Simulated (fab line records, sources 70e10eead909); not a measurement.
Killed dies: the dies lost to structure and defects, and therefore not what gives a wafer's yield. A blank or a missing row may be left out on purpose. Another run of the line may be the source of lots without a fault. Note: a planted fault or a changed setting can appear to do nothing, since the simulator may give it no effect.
fab line records | flow nand-harc
[record] lots = 13 | wafers = 39 | last-day = 33
route steps=1302 shown P_GATE@131 END@1302
lots with no fault: from the same line, run without faults
start-h: the number of hours between the record's first day and the start of the first shown wafer of the lot | wait-h: time in hours since the lot's previous step | " unchanged from the row above | L1.1+2: one row covering several wafers at once | - either no value or no given start | * or withheld: withheld | < > ~ a bound
route shown NAME@n: names a module that has steps shown in the file, with the first one's number in the route | usual: the fault-free wafers' mean and standard deviation | same: alike in all rows | chamber/n: place in a boat | sites: each site's reading | _std_site: standard deviation across them | _edge_site: the outer-site mean with the inner-site mean subtracted | radius-mm: how far each site lies from the wafer's centre | mask NAME#n: copy n | behind: the last tool/chamber to shape the wafer | hold: what put the lot on hold/how long, in hours/how the hold closed | device: whichever transistor did not switch (one of n, p or np) | end of line: at the end of the route, the tests of the same wafers | for a step that has no rows: nothing shown but its recipe | killed: at the first sort, the dies lost to defects and structure; wafer yield is something else | map: the dies of a wafer, with x for killed, . for not killed, _ for no die there
set.NAME: the setting as run; set.NAME@STEP: as run at that earlier step | model.NAME: the simulator's own value behind a step, which no gauge read
route steps across a sampled set of lots; one table per step, one row per wafer
services: from which hour (start-h, from the record's first day; less than 0 if before it) a tool's chamber was out of use, for how many hours, and why
[[steps]]
[step NHARC_P_GATE_HM_DEP_102]
[recipe] target-thk-a = 1200 | temp-c = 400 | material = aC
[usual] susceptor-temp-C = 400.03/0.22 | throttle-valve-pct = 34.999/0.0092
lot.wafer | tool       | chamber | start-h | wait-h | susceptor-temp-C | throttle-valve-pct
L286.2    | acl-dep-02 | 0       | 114.44  | 1.6    | -                | 34.997
L286.4    | "          | 0       | "       | "      | -                | 35.003
L286.6    | "          | 0       | "       | "      | -                | 34.997
L288.2    | acl-dep-03 | 0       | 130.79  | 0.5    | 399.67           | 35.003
L288.3    | "          | 0       | "       | "      | 399.76           | 34.988
L288.4    | "          | 0       | "       | "      | 399.82           | 35.005
L289.2    | acl-dep-01 | 0       | 143.63  | 0.5    | 400.13           | 34.993
L289.4    | "          | 0       | "       | "      | 400.18           | 35.008
L289.6    | "          | 0       | "       | "      | 399.88           | 34.997
L292.1    | acl-dep-02 | 0       | 177.52  | 0.4    | 400.37           | 34.987
L292.4    | "          | 0       | "       | "      | 400.19           | 34.996
L292.6    | "          | 0       | "       | "      | 400.36           | 35.012
L293.2    | acl-dep-02 | 0       | 181.13  | 0.5    | 400.23           | 34.999
L293.3    | "          | 0       | "       | "      | 400.38           | 35.003
L293.4    | "          | 0       | "       | "      | 400.06           | 34.991
L295.2    | acl-dep-01 | 0       | 206.28  | 1.7    | 400.01           | 35.002
L295.4    | "          | 0       | "       | "      | 400.04           | 34.997
L295.5    | "          | 0       | "       | "      | 400.04           | 34.992
L299.2    | acl-dep-02 | 0       | 243.65  | 2.9    | 400.06           | 34.998
L299.3    | "          | 0       | "       | "      | 400.15           | 34.999
L299.6    | "          | 0       | "       | "      | 400.36           | 35.001
L302.4    | acl-dep-01 | 0       | 286.18  | 3.1    | 399.86           | 34.984
L302.5    | "          | 0       | "       | "      | 399.98           | 34.992
L302.6    | "          | 0       | "       | "      | 400.22           | 35.000
L303.2    | acl-dep-01 | 0       | 290.49  | 0.5    | 399.88           | 35.016
L303.3    | "          | 0       | "       | "      | 399.97           | 34.988
L303.6    | "          | 0       | "       | "      | 400.04           | 35.002
L304.1    | acl-dep-01 | 0       | 296.37  | 0.4    | 399.94           | 35.001
L304.4    | "          | 0       | "       | "      | 400.20           | 34.998
L304.5    | "          | 0       | "       | "      | 399.98           | 34.993
L305.1    | acl-dep-01 | 0       | 300.84  | 0.4    | 399.67           | 34.989
L305.3    | "          | 0       | "       | "      | 399.98           | 35.016
L305.4    | "          | 0       | "       | "      | 399.93           | 35.001
L306.1    | acl-dep-01 | 0       | 315.37  | 0.7    | 400.36           | 34.992
L306.3    | "          | 0       | "       | "      | 400.31           | 34.997
L306.6    | "          | 0       | "       | "      | 400.24           | 35.006
L307.2    | acl-dep-02 | 0       | 325.51  | 0.5    | -                | 35.001
L307.4    | "          | 0       | "       | "      | -                | 35.009
L307.5    | "          | 0       | "       | "      | -                | 34.999
[step NHARC_P_GATE_OVL_MEAS_27]
[usual] overlay-x-nm = 0.1/0.77 | overlay-y-nm = -0.1/0.77
lot.wafer | tool       | chamber | start-h | wait-h | overlay-x-nm | overlay-y-nm
L286.2    | overlay-02 | -       | 115.76  | -      | 1.2          | 0.3
L286.4    | "          | -       | "       | "      | 0.9          | -0.2
L286.6    | "          | -       | "       | "      | 0.8          | 0.1
L288.2    | overlay-01 | -       | 132.12  | -      | -1.7         | -0.4
L288.3    | "          | -       | "       | "      | -0.9         | -0.3
L288.4    | "          | -       | "       | "      | -1.2         | -1.1
L289.2    | overlay-02 | -       | 144.86  | -      | 0.2          | 1.4
L289.4    | "          | -       | "       | "      | 0.3          | 0.8
L289.6    | "          | -       | "       | "      | 0.8          | 1.3
L292.1    | overlay-01 | -       | 178.83  | -      | 0.5          | -0.6
L292.4    | "          | -       | "       | "      | 1.2          | 0.1
L292.6    | "          | -       | "       | "      | 0.5          | -0.9
L293.2    | overlay-02 | -       | 182.46  | -      | 0.2          | 0.0
L293.3    | "          | -       | "       | "      | 0.6          | 0.4
L293.4    | "          | -       | "       | "      | 0.3          | 0.3
L295.2    | overlay-01 | -       | 207.48  | -      | 0.6          | -0.3
L295.4    | "          | -       | "       | "      | 0.6          | -1.1
L295.5    | "          | -       | "       | "      | 0.2          | -0.5
L299.2    | overlay-02 | -       | 245.00  | -      | -0.8         | -0.7
L299.3    | "          | -       | "       | "      | -0.9         | -1.2
L299.6    | "          | -       | "       | "      | -1.0         | -0.4
L302.4    | overlay-01 | -       | 287.29  | -      | -0.4         | -0.7
L302.5    | "          | -       | "       | "      | 0.4          | -1.0
L302.6    | "          | -       | "       | "      | -0.4         | -0.8
L303.2    | overlay-01 | -       | 291.81  | -      | -0.7         | 1.0
L303.3    | "          | -       | "       | "      | -0.6         | 1.3
L303.6    | "          | -       | "       | "      | -1.2         | 0.4
L304.1    | overlay-01 | -       | 297.68  | -      | -0.4         | 0.8
L304.4    | "          | -       | "       | "      | -0.5         | 0.1
L304.5    | "          | -       | "       | "      | -0.8         | 0.8
L305.1    | overlay-01 | -       | 302.30  | -      | 0.3          | 0.5
L305.3    | "          | -       | "       | "      | 0.0          | 0.1
L305.4    | "          | -       | "       | "      | -0.1         | 0.4
L306.1    | overlay-02 | -       | 316.81  | -      | 0.1          | -0.8
L306.3    | "          | -       | "       | "      | 0.0          | -1.1
L306.6    | "          | -       | "       | "      | 0.2          | -1.4
L307.2    | overlay-01 | -       | 326.82  | -      | -0.6         | 0.0
L307.4    | "          | -       | "       | "      | -0.8         | 0.2
L307.5    | "          | -       | "       | "      | -0.5         | -0.4
[step NHARC_P_GATE_EXPOSE_43]
[recipe] na = 0.6 | target-cd-nm = 720 | dose-mj = 14.81 | mask-id = P_NSD
lot.wafer  | tool           | chamber | start-h | wait-h | mask
L286.2+4+6 | krf-scanner-02 | 0       | 127.36  | -      | P_NSD#0
L288.2+3+4 | krf-scanner-04 | 0       | 143.72  | -      | P_NSD#0
L289.2+4+6 | krf-scanner-04 | 0       | 156.47  | -      | P_NSD#0
L292.1+4+6 | krf-scanner-02 | 0       | 190.61  | -      | P_PSD#0
L293.2+3+4 | krf-scanner-04 | 0       | 194.15  | -      | P_NSD#0
L295.2+4+5 | krf-scanner-03 | 0       | 219.19  | -      | P_NSD#0
L299.2+3+6 | krf-scanner-03 | 0       | 256.67  | -      | P_NSD#0
L302.4+5+6 | krf-scanner-03 | 0       | 299.01  | -      | P_NSD#0
L303.2+3+6 | krf-scanner-02 | 0       | 303.57  | -      | P_NSD#0
L304.1+4+5 | krf-scanner-04 | 0       | 309.34  | -      | P_NSD#0
L305.1+3+4 | krf-scanner-04 | 0       | 313.92  | -      | P_NSD#0
L306.1+3+6 | krf-scanner-03 | 0       | 328.61  | -      | P_NSD#0
L307.2+4+5 | krf-scanner-03 | 0       | 338.41  | -      | P_NSD#0
[step NHARC_P_GATE_CD_MEAS_46]
[recipe] target-cd-nm = 720 | landing-energy-ev = 500
[usual] cd-nm = 719.7/1.7
lot.wafer | tool      | chamber | start-h | wait-h | cd-nm
L286.2    | cd-sem-02 | 0       | 127.51  | -      | 719.9
L286.4    | "         | 0       | "       | "      | 719.2
L286.6    | "         | 0       | "       | "      | 717.9
L288.2    | cd-sem-03 | 0       | 143.87  | -      | 717.1
L288.3    | "         | 0       | "       | "      | 719.8
L288.4    | "         | 0       | "       | "      | 720.7
L289.2    | cd-sem-03 | 0       | 156.62  | -      | 722.1
L289.4    | "         | 0       | "       | "      | 721.5
L289.6    | "         | 0       | "       | "      | 718.7
L292.1    | cd-sem-02 | 0       | 190.77  | -      | -
L292.4    | "         | 0       | "       | "      | -
L292.6    | "         | 0       | "       | "      | -
L293.2    | cd-sem-03 | 0       | 194.30  | -      | 720.1
L293.3    | "         | 0       | "       | "      | 721.0
L293.4    | "         | 0       | "       | "      | 720.5
L295.2    | cd-sem-01 | 0       | 219.35  | -      | 721.1
L295.4    | "         | 0       | "       | "      | 720.7
L295.5    | "         | 0       | "       | "      | 719.3
L299.2    | cd-sem-03 | 0       | 256.82  | -      | 720.1
L299.3    | "         | 0       | "       | "      | 716.8
L299.6    | "         | 0       | "       | "      | 719.4
L302.4    | cd-sem-01 | 0       | 299.15  | -      | 718.3
L302.5    | "         | 0       | "       | "      | 716.7
L302.6    | "         | 0       | "       | "      | 717.0
L303.2    | cd-sem-02 | 0       | 303.72  | -      | 718.3
L303.3    | "         | 0       | "       | "      | 720.2
L303.6    | "         | 0       | "       | "      | 721.0
L304.1    | cd-sem-01 | 0       | 309.50  | -      | 719.1
L304.4    | "         | 0       | "       | "      | 720.6
L304.5    | "         | 0       | "       | "      | 720.8
L305.1    | cd-sem-01 | 0       | 314.07  | -      | 721.3
L305.3    | "         | 0       | "       | "      | 721.9
L305.4    | "         | 0       | "       | "      | 722.5
L306.1    | cd-sem-02 | 0       | 328.77  | -      | 721.0
L306.3    | "         | 0       | "       | "      | 721.5
L306.6    | "         | 0       | "       | "      | 721.0
L307.2    | cd-sem-02 | 0       | 338.56  | -      | 722.9
L307.4    | "         | 0       | "       | "      | 722.8
L307.5    | "         | 0       | "       | "      | 721.3
[step NHARC_P_GATE_STRIP_75]
[recipe] power-w = 1500 | temp-c = 250 | chemistry = O2
[usual] drypump-motor-current-A = 5.3/0.34 | heater-power-w = 320/49 | rf-refl-power-W = 15/3.2
lot.wafer | tool            | chamber | start-h | wait-h | drypump-motor-current-A | heater-power-w | rf-hours-counter-h | rf-refl-power-W
L286.2    | plasma-asher-02 | 1       | 128.36  | 0.3    | 4.8                     | 263            | 15                 | 17
L286.4    | "               | 1       | "       | "      | 4.8                     | 258            | -                  | 16
L286.6    | "               | 1       | "       | "      | 4.8                     | 259            | -                  | 17
L288.2    | plasma-asher-01 | 1       | 144.71  | 0.2    | 5.7                     | 315            | 25                 | 11
L288.4    | "               | 0       | "       | "      | 5.2                     | 401            | -                  | 13
L288.3    | "               | 1       | "       | "      | 5.7                     | 297            | -                  | 11
L289.2    | plasma-asher-01 | 0       | 157.55  | 0.3    | 5.2                     | 401            | 29                 | 13
L289.4    | "               | 0       | "       | "      | 5.3                     | 419            | -                  | 12
L289.6    | "               | 0       | "       | "      | 5.3                     | 399            | -                  | 11
L292.1    | plasma-asher-02 | 0       | 191.60  | 0.2    | 5.5                     | 307            | 28                 | 20
L292.4    | "               | 0       | "       | "      | 5.5                     | 318            | -                  | 19
L292.6    | "               | 1       | "       | "      | 4.8                     | 261            | -                  | 17
L293.2    | plasma-asher-02 | 0       | 195.15  | 0.2    | 5.5                     | 315            | 29                 | 19
L293.3    | "               | 0       | "       | "      | 5.4                     | 317            | -                  | 19
L293.4    | "               | 1       | "       | "      | 4.8                     | 265            | -                  | 17
L295.2    | plasma-asher-01 | 0       | 220.18  | 0.3    | 5.2                     | 423            | 10                 | 12
L295.4    | "               | 1       | "       | "      | 5.7                     | 310            | -                  | 11
L295.5    | "               | 1       | "       | "      | 5.7                     | 309            | -                  | 11
L299.2    | plasma-asher-01 | 1       | 257.83  | 0.3    | 5.7                     | 309            | 17                 | 11
L299.3    | "               | 1       | "       | "      | 5.7                     | 314            | -                  | 11
L299.6    | "               | 1       | "       | "      | 5.7                     | 310            | -                  | 11
L302.4    | plasma-asher-02 | 1       | 300.02  | 0.1    | 4.8                     | 264            | -                  | 16
L302.5    | "               | 0       | "       | "      | 5.4                     | 317            | -                  | 19
L302.6    | "               | 1       | "       | "      | 4.8                     | 266            | -                  | 16
L303.2    | plasma-asher-01 | 1       | 304.55  | 0.2    | 5.7                     | 319            | 28                 | 11
L303.3    | "               | 0       | "       | "      | 5.2                     | 398            | -                  | 13
L303.6    | "               | 1       | "       | "      | 5.7                     | 314            | -                  | 11
L304.1    | plasma-asher-02 | 1       | 310.33  | 0.3    | 4.8                     | 265            | 11                 | 16
L304.4    | "               | 0       | "       | "      | 5.4                     | 314            | -                  | 20
L304.5    | "               | 0       | "       | "      | 5.5                     | 312            | -                  | 20
L305.1    | plasma-asher-02 | 0       | 314.90  | 0.2    | 5.5                     | 312            | 12                 | 19
L305.4    | "               | 0       | "       | "      | 5.5                     | 320            | -                  | 19
L305.3    | "               | 1       | "       | "      | 4.8                     | 264            | -                  | 17
L306.1    | plasma-asher-02 | 0       | 329.61  | 0.2    | 5.4                     | 318            | 13                 | 19
L306.3    | "               | 0       | "       | "      | 5.4                     | 316            | -                  | 20
L306.6    | "               | 1       | "       | "      | 4.8                     | 266            | -                  | 16
L307.2    | plasma-asher-02 | 1       | 340.52  | 0.2    | 4.8                     | 270            | 16                 | 17
L307.4    | "               | 1       | "       | "      | 4.8                     | 256            | -                  | 16
L307.5    | "               | 1       | "       | "      | 4.8                     | 272            | -                  | 16
[step NHARC_END_SORT_01]
[recipe] temp-c = 25
[usual] killed-at-array = 55/20 | killed-at-other = 1.2/1.3 | killed-at-periphery = 4.0/3 | killed-dies = 60/21 | killed-open = 3.2/1.9 | killed-short = 2.5/1.6
[same] gross-dies = 677
lot.wafer | tool      | chamber | start-h | wait-h | hold                   | killed-at-array | killed-at-other | killed-at-periphery | killed-dies | killed-open | killed-short
L286.2    | prober-02 | 0       | 578.05  | 2.8    | -                      | 31              | 0               | 2                   | 33          | 3           | 1
L286.4    | prober-02 | 0       | 579.64  | 3.4    | -                      | 26              | 0               | 6                   | 32          | 5           | 2
L286.6    | prober-02 | 0       | 581.23  | 4.0    | -                      | 22              | 0               | 2                   | 24          | 3           | 1
L292.1    | prober-01 | 0       | 630.70  | 2.5    | await-dispo/4.2h/scrap | 72              | 5               | 600                 | 677         | 6           | 3
L292.4    | prober-01 | 0       | 633.12  | 3.4    | await-dispo/4.2h/scrap | 63              | 0               | 614                 | 677         | 1           | 2
L292.6    | prober-01 | 0       | 634.73  | 4.0    | await-dispo/4.2h/scrap | 75              | 0               | 602                 | 677         | 5           | 6
L295.2    | prober-02 | 0       | 674.48  | 2.8    | -                      | 72              | 3               | 1                   | 76          | 0           | 0
L295.4    | prober-02 | 0       | 676.07  | 3.4    | -                      | 79              | 2               | 5                   | 86          | 5           | 1
L295.5    | prober-02 | 0       | 676.87  | 3.7    | -                      | 66              | 4               | 5                   | 75          | 3           | 2
L299.2    | prober-02 | 0       | 715.50  | 2.8    | -                      | 48              | 1               | 4                   | 53          | 3           | 6
L299.3    | prober-02 | 0       | 716.32  | 3.2    | -                      | 52              | 3               | 7                   | 62          | 3           | 2
L299.6    | prober-02 | 0       | 718.77  | 4.1    | -                      | 55              | 4               | 4                   | 63          | 2           | 2
L304.1    | prober-01 | 0       | 753.78  | 2.5    | -                      | 53              | 0               | 6                   | 59          | 5           | 4
L304.4    | prober-01 | 0       | 756.18  | 3.4    | -                      | 45              | 1               | 3                   | 49          | 11          | 2
L304.5    | prober-01 | 0       | 756.98  | 3.7    | -                      | 44              | 0               | 4                   | 48          | 3           | 4
L303.2    | prober-01 | 0       | 763.77  | 2.8    | -                      | 54              | 1               | 0                   | 55          | 3           | 2
L303.3    | prober-01 | 0       | 764.56  | 3.1    | -                      | 58              | 0               | 6                   | 64          | 2           | 3
L303.6    | prober-01 | 0       | 766.94  | 4.0    | -                      | 64              | 0               | 3                   | 67          | 3           | 4
L302.4    | prober-02 | 0       | 767.45  | 3.4    | -                      | 43              | 2               | 13                  | 58          | 6           | 3
L302.5    | prober-02 | 0       | 768.25  | 3.7    | -                      | 49              | 3               | 12                  | 64          | 2           | 1
L302.6    | prober-02 | 0       | 769.05  | 4.0    | -                      | 44              | 2               | 12                  | 58          | 4           | 0
// killed by level:class
L286.2 A_CONTACT:chamber-film-flake=10 A_CHANNEL_HOLE_D2:chamber-film-flake=9 A_STAIRCASE:chamber-film-flake=5 A_DECK1_JOINT:chamber-film-flake=2 P_M0:geometric-particle:open=1 A_ONON_D2:geometric-particle:short=1 A_CHANNEL_FILL_D2:geometric-particle:open=1 A_M0:geometric-particle:open=1
L286.4 A_CONTACT:chamber-film-flake=9 A_CHANNEL_HOLE_D2:chamber-film-flake=8 A_CHANNEL_HOLE_D1:chamber-film-flake=4 P_CONTACT:geometric-particle:open=2 P_M0:geometric-particle:open=2 P_M2:chamber-film-flake=2 A_SOURCE_PLATE:geometric-particle:open=1 A_DECK1_JOINT:geometric-particle:short=1
L286.6 A_CHANNEL_HOLE_D2:chamber-film-flake=9 A_CONTACT:chamber-film-flake=6 A_CONTACT:geometric-particle:open=2 A_DECK1_JOINT:chamber-film-flake=2 P_CONTACT:geometric-particle:open=1 A_BLC:geometric-particle:short=1 P_M2:chamber-film-flake=1 A_CHANNEL_FILL_D1:chamber-film-flake=1
L292.1 P_GATE:area-expose=592 A_CHANNEL_HOLE_D1:chamber-film-flake=37 A_CHANNEL_HOLE_D2:chamber-film-flake=17 THIN_TSV:chamber-film-flake=5 A_CHANNEL_FILL_D2:geometric-particle:open=3 A_CONTACT:chamber-film-flake=3 P_ZERO_WELL:chamber-film-flake=2 P_M1:chamber-film-flake=2
L292.4 P_GATE:area-expose=611 A_CHANNEL_HOLE_D1:chamber-film-flake=32 A_CHANNEL_HOLE_D2:chamber-film-flake=14 A_CHANNEL_FILL_D1:chamber-film-flake=3 A_SGD_CUT:chamber-film-flake=3 A_CONTACT:chamber-film-flake=3 A_DECK1_JOINT:chamber-film-flake=2 A_WL_FILL:chamber-film-flake=2
L292.6 P_GATE:area-expose=596 A_CHANNEL_HOLE_D1:chamber-film-flake=32 A_CHANNEL_HOLE_D2:chamber-film-flake=15 A_WL_FILL:chamber-film-flake=6 A_CONTACT:chamber-film-flake=4 A_SOURCE_PLATE:geometric-particle:open=2 P_BONDPAD:chamber-film-flake=2 A_CHANNEL_FILL_D1:chamber-film-flake=2
L295.2 A_CHANNEL_HOLE_D1:chamber-film-flake=38 A_CHANNEL_HOLE_D2:chamber-film-flake=23 A_CHANNEL_FILL_D2:chamber-film-flake=3 THIN_TSV:chamber-film-flake=3 A_STAIRCASE:chamber-film-flake=2 A_CONTACT:chamber-film-flake=2 P_STI:chamber-film-flake=1 A_CHANNEL_FILL_D1:chamber-film-flake=1
L295.4 A_CHANNEL_HOLE_D1:chamber-film-flake=36 A_CHANNEL_HOLE_D2:chamber-film-flake=19 P_STI:chamber-film-flake=5 A_CONTACT:chamber-film-flake=5 A_SLIT:chamber-film-flake=3 A_CHANNEL_FILL_D2:chamber-film-flake=3 A_STAIRCASE:chamber-film-flake=3 A_WL_FILL:chamber-film-flake=3
L295.5 A_CHANNEL_HOLE_D1:chamber-film-flake=29 A_CHANNEL_HOLE_D2:chamber-film-flake=15 A_CHANNEL_FILL_D2:chamber-film-flake=8 P_STI:chamber-film-flake=4 A_CONTACT:chamber-film-flake=4 THIN_TSV:chamber-film-flake=4 A_STAIRCASE:chamber-film-flake=3 A_CHANNEL_HOLE_D1:geometric-particle:short=1
L299.2 A_CHANNEL_HOLE_D1:chamber-film-flake=28 A_STAIRCASE:chamber-film-flake=4 A_SLIT:chamber-film-flake=3 A_SGD_CUT:chamber-film-flake=3 P_M1:geometric-particle:short=1 A_SOURCE_PLATE:geometric-particle:short=1 A_CHANNEL_FILL_D1:geometric-particle:open=1 A_DECK1_JOINT:geometric-particle:short=1
L299.3 A_CHANNEL_HOLE_D1:chamber-film-flake=32 A_SLIT:chamber-film-flake=7 A_STAIRCASE:chamber-film-flake=6 THIN_TSV:chamber-film-flake=3 P_CONTACT:geometric-particle:open=2 P_BONDPAD:chamber-film-flake=2 A_CHANNEL_FILL_D2:chamber-film-flake=2 A_CONTACT:chamber-film-flake=2
L299.6 A_CHANNEL_HOLE_D1:chamber-film-flake=35 A_SLIT:chamber-film-flake=6 THIN_TSV:chamber-film-flake=4 A_STAIRCASE:chamber-film-flake=4 A_CHANNEL_FILL_D1:chamber-film-flake=3 P_M0:chamber-film-flake=2 A_CONTACT:chamber-film-flake=2 P_M2:geometric-particle:short=1
L304.1 A_CHANNEL_HOLE_D2:chamber-film-flake=26 A_CHANNEL_HOLE_D1:chamber-film-flake=12 A_SLIT:chamber-film-flake=4 P_CONTACT:chamber-film-flake=3 A_ONON_D1:geometric-particle:open=2 A_CONTACT:chamber-film-flake=2 P_GATE:geometric-particle:open=1 P_M1:geometric-particle:short=1
L304.4 A_CHANNEL_HOLE_D2:chamber-film-flake=11 A_CHANNEL_HOLE_D1:chamber-film-flake=10 A_SLIT:chamber-film-flake=6 A_CHANNEL_FILL_D1:geometric-particle:open=3 A_CONTACT:chamber-film-flake=3 A_ONON_D2:geometric-particle:open=2 A_WL_FILL:geometric-particle:open=2 P_M2:chamber-film-flake=2
L304.5 A_CHANNEL_HOLE_D2:chamber-film-flake=16 A_SLIT:chamber-film-flake=9 A_CHANNEL_HOLE_D1:chamber-film-flake=6 A_CONTACT:chamber-film-flake=5 A_M0:geometric-particle:short=2 P_M2:chamber-film-flake=2 A_ONON_D1:geometric-particle:short=1 A_CHANNEL_FILL_D1:geometric-particle:open=1
L303.2 A_SLIT:chamber-film-flake=19 A_CHANNEL_HOLE_D1:chamber-film-flake=14 A_CHANNEL_HOLE_D2:chamber-film-flake=12 A_CONTACT:chamber-film-flake=3 A_DECK1_JOINT:geometric-particle:open=1 A_SGD_CUT:geometric-particle:short=1 A_WL_FILL:geometric-particle:short=1 A_BLC:geometric-particle:open=1
L303.3 A_SLIT:chamber-film-flake=20 A_CHANNEL_HOLE_D2:chamber-film-flake=19 A_CHANNEL_HOLE_D1:chamber-film-flake=8 A_CONTACT:chamber-film-flake=6 A_STAIRCASE:chamber-film-flake=2 P_GATE:geometric-particle:short=1 P_CONTACT:geometric-particle:open=1 P_CONTACT:geometric-particle:short=1
L303.6 A_CHANNEL_HOLE_D2:chamber-film-flake=27 A_SLIT:chamber-film-flake=21 A_STAIRCASE:chamber-film-flake=4 A_ONON_D2:geometric-particle:short=3 A_CHANNEL_HOLE_D1:chamber-film-flake=3 A_ONON_D2:geometric-particle:open=2 P_M0:geometric-particle:short=1 A_CHANNEL_HOLE_D1:geometric-particle:open=1
L302.4 A_SLIT:chamber-film-flake=18 P_M2:chamber-film-flake=6 A_DECK1_JOINT:chamber-film-flake=4 A_STAIRCASE:chamber-film-flake=4 A_CONTACT:chamber-film-flake=4 P_ZERO_WELL:chamber-film-flake=3 P_GATE:chamber-film-flake=3 A_CHANNEL_HOLE_D1:chamber-film-flake=3
L302.5 A_SLIT:chamber-film-flake=29 A_CHANNEL_HOLE_D1:chamber-film-flake=11 P_M2:chamber-film-flake=5 A_STAIRCASE:chamber-film-flake=4 P_ZERO_WELL:chamber-film-flake=3 P_GATE:chamber-film-flake=3 HYBRID_BOND:chamber-film-flake=3 A_WL_FILL:chamber-film-flake=2
L302.6 A_SLIT:chamber-film-flake=19 A_CHANNEL_HOLE_D1:chamber-film-flake=7 A_WL_FILL:chamber-film-flake=6 P_M2:chamber-film-flake=5 A_DECK1_JOINT:chamber-film-flake=4 A_CHANNEL_FILL_D1:geometric-particle:open=2 P_STI:chamber-film-flake=2 P_GATE:chamber-film-flake=2
[[services]]
tool            | chamber | start-h | hours | kind
krf-scanner-02  | -       | 94.50   | 4.0   | pm
plasma-asher-01 | -       | 97.62   | 1.9   | repair
krf-scanner-03  | -       | 106.80  | 0.5   | repair
acl-dep-03      | -       | 117.68  | 13.0  | pm
krf-scanner-02  | -       | 119.82  | 0.5   | repair
plasma-asher-01 | -       | 153.82  | 1.4   | repair
plasma-asher-01 | -       | 165.11  | 9.0   | pm
plasma-asher-01 | 0       | 165.11  | 9.0   | vent-cycle
krf-scanner-04  | -       | 168.93  | 0.6   | repair
plasma-asher-02 | -       | 170.24  | 1.8   | repair
krf-scanner-04  | -       | 182.02  | 4.0   | pm
acl-dep-01      | -       | 189.52  | 13.0  | pm
krf-scanner-03  | -       | 222.23  | 3.4   | repair
acl-dep-02      | -       | 244.19  | 13.0  | pm
plasma-asher-02 | -       | 249.12  | 9.0   | pm
plasma-asher-02 | 0       | 249.12  | 9.0   | vent-cycle
plasma-asher-02 | 1       | 249.12  | 9.0   | vent-cycle
krf-scanner-02  | -       | 249.60  | 0.6   | repair
plasma-asher-02 | 0       | 258.12  | -     | clean
plasma-asher-02 | 1       | 258.12  | -     | clean
krf-scanner-02  | -       | 266.50  | 4.0   | pm
acl-dep-03      | -       | 300.60  | 13.0  | pm
krf-scanner-02  | -       | 336.60  | 2.1   | repair
krf-scanner-03  | -       | 338.86  | 3.2   | repair
[[key]]
[first-sign] step = NHARC_P_GATE_EXPOSE_43 | reading = mask | direction = changed
[effect] step = NHARC_P_GATE_CD_MEAS_46 | reading = cd-nm | direction = missing
[effect] step = NHARC_END_SORT_01 | reading = killed-at-periphery | direction = up | sigmas = 99+ | usual = 4.0 | struck = 605.3
[more-kills-born-at] NHARC_P_GATE_EXPOSE_43@krf-scanner-02 = 1799
met-at NHARC_P_GATE_EXPOSE_43
struck-lots L292
later-rows-left-out L292.1,L292.4,L292.6
tester-left-out L292
not-acting-at NHARC_P_GATE_HM_DEP_102,NHARC_P_GATE_OVL_MEAS_27,NHARC_P_GATE_STRIP_75
onset-between 127.36 190.61
[fault] kind = wrong-mask | tool = any | chamber = - | onset-h = 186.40 | steps = NHARC_P_GATE_EXPOSE_43 | aux-copy = P_PSD#0 | scope = struck-lots-only
// tester-left-out: of these lots the tester's yield and bins aren't shown, on N5 and GAA mostly nor the transistor test; their killed dies are dies lost to structure and defects alone, not to doping, threshold or leakage, so they don't give the yield
// later-rows-left-out: the simulator's readings of these wafers behind a module that went badly wrong aren't trusted and aren't shown, but for the sort
